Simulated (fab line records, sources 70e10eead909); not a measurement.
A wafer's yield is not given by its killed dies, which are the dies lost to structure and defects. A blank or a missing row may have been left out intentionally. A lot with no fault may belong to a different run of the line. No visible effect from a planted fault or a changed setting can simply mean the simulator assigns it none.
One fault seen from 2 desks :: flow nand_harc :: what lay behind the numbers comes last; until then each desk has only its own

THE METROLOGY DESK
Lot by lot, what the gauges showed, no matter which tool ran the lot: averages of those sampled wafers that carry a number. A lot is out of limits, marked OUT, if its mean lies more than 4 standard deviations from the usual mean; the brackets give that distance.
Columns: A = cd_nm at NHARC_P_CONTACT_CD_MEAS_19, usual 89.6 nm
lot: L370
first seen here: day 6 00:55
A: 90.0

lot: L376
first seen here: day 8 09:08
A: 88.9

lot: L382
first seen here: day 10 20:14
A: 85.6

lot: L385
first seen here: day 12 03:40
A: 90.0

lot: L386
first seen here: day 12 13:50
A: 92.4

lot: L392
first seen here: day 15 02:53
A: 89.2
Result from this desk: across the 6 lots, nothing is out of limits.

FOR THE TOOL OWNER'S DESK: ald_metal-04
The tool's own readings at NHARC_P_CONTACT_ALD_22 (deposits TiN, target thk 3 nm, pulse time 1 s, ald cycles 150): means of the sampled wafers that have a number, for each lot that ran on this tool. A lot is out of limits, marked OUT, if its mean lies more than 4 standard deviations from the usual mean; the brackets give that distance.
Columns: A = heater_power_w at NHARC_P_CONTACT_ALD_22, usual 1082 W; B = precursor_pulse_height_rel at NHARC_P_CONTACT_ALD_22, usual 1.002
lot: L376
first seen here: day 8 10:07
A: 996
B: 0.991

lot: L382
first seen here: day 10 21:11
A: 1059
B: 0.991

lot: L385
first seen here: day 12 04:43
A: 1046
B: 1.007
Result from this desk: across the 3 lots, nothing is out of limits.

TAKEN TOGETHER
From the metrology desk's view, nothing was out of limits.
The tool owner's desk saw nothing out of limits.

WHAT THE SIMULATOR HAD PUT IN
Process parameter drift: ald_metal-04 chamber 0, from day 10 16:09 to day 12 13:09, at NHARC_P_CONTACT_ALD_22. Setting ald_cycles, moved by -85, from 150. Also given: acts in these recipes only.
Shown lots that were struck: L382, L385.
